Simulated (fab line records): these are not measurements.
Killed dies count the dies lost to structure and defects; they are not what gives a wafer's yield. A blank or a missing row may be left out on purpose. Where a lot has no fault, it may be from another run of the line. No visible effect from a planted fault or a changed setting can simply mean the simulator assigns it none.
Split-lot experiment || flow n5-finfet || 21 wafers read from 7 lots, route of 1938 steps

ABOUT THE SPLIT
At N5_FIN_SAQP_SPACER1_ALD_24 (deposits SiO2, target thk 20.3 nm, pulse time 1 s, purge time 2 s), the setting ald-cycles was moved away from the recipe's 218 on 7 of the 21 wafers read, by -13.3% to +15.1%. For the rest of the wafers, this setting stayed at what the recipe calls for.

FROM THE SPLIT TO THE READING: what the file shows between them, 2 steps
- N5_FIN_SAQP_SPACER1_ETCHBACK_25: etches SiO2 in CHF3/O2, target depth 24.4 nm, time 12.2 s
- N5_FIN_SAQP_MANDREL1_REMOVE_56: chemistry HBr/Cl2/O2, target a-Si, stops on SiNx, bt time 10 s

THE READING
cd-nm at N5_FIN_SAQP_CD_MEAS_27, given in nm (cd target 20 nm). A value of 20.30 nm with a standard deviation of 0.27 nm is what fault-free wafers of this fab line usually give.

{"wafer": "L074.1", "tool, chamber at the split": "ald-sin-03, 0", "ald-cycles as run": 232, "against the recipe": "+6.4%", "cd-nm, nm": 21.10, "against lot-mates on the recipe": "+0.97"}
{"wafer": "L074.3", "tool, chamber at the split": "ald-sin-03, 3,2", "ald-cycles as run": 218, "against the recipe": "recipe", "cd-nm, nm": 19.91, "against lot-mates on the recipe": "-"}
{"wafer": "L074.5", "tool, chamber at the split": "ald-sin-03, 3,2", "ald-cycles as run": 218, "against the recipe": "recipe", "cd-nm, nm": 20.36, "against lot-mates on the recipe": "-"}
{"wafer": "L078.2", "tool, chamber at the split": "ald-sin-01, 0,2", "ald-cycles as run": 218, "against the recipe": "recipe", "cd-nm, nm": 20.48, "against lot-mates on the recipe": "-"}
{"wafer": "L078.3", "tool, chamber at the split": "ald-sin-01, 0,2", "ald-cycles as run": 218, "against the recipe": "recipe", "cd-nm, nm": 20.71, "against lot-mates on the recipe": "-"}
{"wafer": "L078.6", "tool, chamber at the split": "ald-sin-01, 1", "ald-cycles as run": 218, "against the recipe": "recipe", "cd-nm, nm": 20.68, "against lot-mates on the recipe": "-"}
{"wafer": "L086.2", "tool, chamber at the split": "ald-sin-03, 3", "ald-cycles as run": 218, "against the recipe": "recipe", "cd-nm, nm": 20.82, "against lot-mates on the recipe": "-"}
{"wafer": "L086.4", "tool, chamber at the split": "ald-sin-03, 0", "ald-cycles as run": 218, "against the recipe": "recipe", "cd-nm, nm": 20.33, "against lot-mates on the recipe": "-"}
{"wafer": "L086.6", "tool, chamber at the split": "ald-sin-03, 3", "ald-cycles as run": 218, "against the recipe": "recipe", "cd-nm, nm": 20.07, "against lot-mates on the recipe": "-"}
{"wafer": "L088.3", "tool, chamber at the split": "ald-sin-03, 2", "ald-cycles as run": 218, "against the recipe": "recipe", "cd-nm, nm": 20.37, "against lot-mates on the recipe": "-"}
{"wafer": "L088.5", "tool, chamber at the split": "ald-sin-03, 2", "ald-cycles as run": 203, "against the recipe": "-6.9%", "cd-nm, nm": 18.76, "against lot-mates on the recipe": -1.61}
{"wafer": "L088.6", "tool, chamber at the split": "ald-sin-03, 1", "ald-cycles as run": 203, "against the recipe": "-6.9%", "cd-nm, nm": 18.41, "against lot-mates on the recipe": -1.96}
{"wafer": "L090.2", "tool, chamber at the split": "ald-sin-01, 3", "ald-cycles as run": 218, "against the recipe": "recipe", "cd-nm, nm": 20.80, "against lot-mates on the recipe": "-"}
{"wafer": "L090.4", "tool, chamber at the split": "ald-sin-01, 0", "ald-cycles as run": 233, "against the recipe": "+6.9%", "cd-nm, nm": 21.59, "against lot-mates on the recipe": "+1.23"}
{"wafer": "L090.6", "tool, chamber at the split": "ald-sin-01, 0", "ald-cycles as run": 218, "against the recipe": "recipe", "cd-nm, nm": 19.92, "against lot-mates on the recipe": "-"}
{"wafer": "L091.2", "tool, chamber at the split": "ald-sin-03, 2,3", "ald-cycles as run": 251, "against the recipe": "+15.1%", "cd-nm, nm": 22.94, "against lot-mates on the recipe": "+2.44"}
{"wafer": "L091.4", "tool, chamber at the split": "ald-sin-03, 1", "ald-cycles as run": 218, "against the recipe": "recipe", "cd-nm, nm": 20.50, "against lot-mates on the recipe": "-"}
{"wafer": "L091.6", "tool, chamber at the split": "ald-sin-03, 2,3", "ald-cycles as run": 251, "against the recipe": "+15.1%", "cd-nm, nm": 23.33, "against lot-mates on the recipe": "+2.83"}
{"wafer": "L095.1", "tool, chamber at the split": "ald-sin-01, 3", "ald-cycles as run": 189, "against the recipe": "-13.3%", "cd-nm, nm": 17.95, "against lot-mates on the recipe": -2.46}
{"wafer": "L095.3", "tool, chamber at the split": "ald-sin-01, 2", "ald-cycles as run": 218, "against the recipe": "recipe", "cd-nm, nm": 20.43, "against lot-mates on the recipe": "-"}
{"wafer": "L095.5", "tool, chamber at the split": "ald-sin-01, 0", "ald-cycles as run": 218, "against the recipe": "recipe", "cd-nm, nm": 20.39, "against lot-mates on the recipe": "-"}
If several chambers appear in one row, that row covers several wafers at once and the file leaves open which wafer was in which chamber.

FIT RESULTS
A straight line over all 21 wafers: cd-nm changes by +0.189 nm for each +1% of ald-cycles; r = +0.97; the points scatter about the line by 0.32 nm.
The same after taking each lot's own level away (the mean of its wafers on the recipe; 21 wafers): +0.187 nm for each +1%; r = +0.98; scatter 0.28 nm.
Per that fit: largest ald-cycles move, reading shift of 2.8 nm.
From 20.135 to 20.623 nm: that is the span of the lots' own levels, equal to 1.8 times the standard deviation above.
The two slopes agree, so the slope changes little with the lot-to-lot level.
Check: +2.89 nm against its lot-mates is what the line predicts for one of the wafers moved furthest among these (+15.1%) when that wafer is left out of the fit. It came out at +2.44 nm against them.

FURTHER SPLITS ON THESE WAFERS
Other splits were also applied to these wafers ahead of the reading. Each is held against what the fit with the lots' levels taken away leaves over:
{"other split on the same wafers": "N5_PMOS_HMC_CHANNEL_EPI_COAT_03 spin-rpm", "wafers away from the commonest value": 6, "r with cd-nm (lot level and that fit taken away)": "+0.17"}
{"other split on the same wafers": "N5_PMOS_HMC_CHANNEL_EPI_EXPOSE_06 dose-mj", "wafers away from the commonest value": 8, "r with cd-nm (lot level and that fit taken away)": "+0.33"}

THE WHOLE CHAIN: every reading that the file lists as answering this split, in the file's order
{"step": "N5_FIN_SAQP_SPACER1_ALD_24", "what it does": "deposits SiO2, target thk 20.3 nm, pulse time 1 s, purge time 2 s", "reading": "SiO2_of_FIN_SAQP_SPACER1_ALD_24.thk-nm (the simulator's own value, which no gauge read)", "change (the file's fit)": "+0.203 nm for each +1% of the setting", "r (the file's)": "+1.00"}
{"step": "N5_FIN_SAQP_MANDREL1_REMOVE_56", "what it does": "chemistry HBr/Cl2/O2, target a-Si, stops on SiNx, bt time 10 s", "reading": "FIN_SAQP.cd-nm (the simulator's own value, which no gauge read)", "change (the file's fit)": "+0.195 nm for each +1% of the setting", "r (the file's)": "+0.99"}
{"step": "N5_FIN_SAQP_CD_MEAS_27", "what it does": "target cd 20 nm", "reading": "cd-nm", "change (the file's fit)": "+0.184 nm for each +1% of the setting", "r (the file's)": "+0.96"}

FILE'S OWN FIT
cd-nm changes by +0.184 nm for each +1% of ald-cycles, r = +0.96.
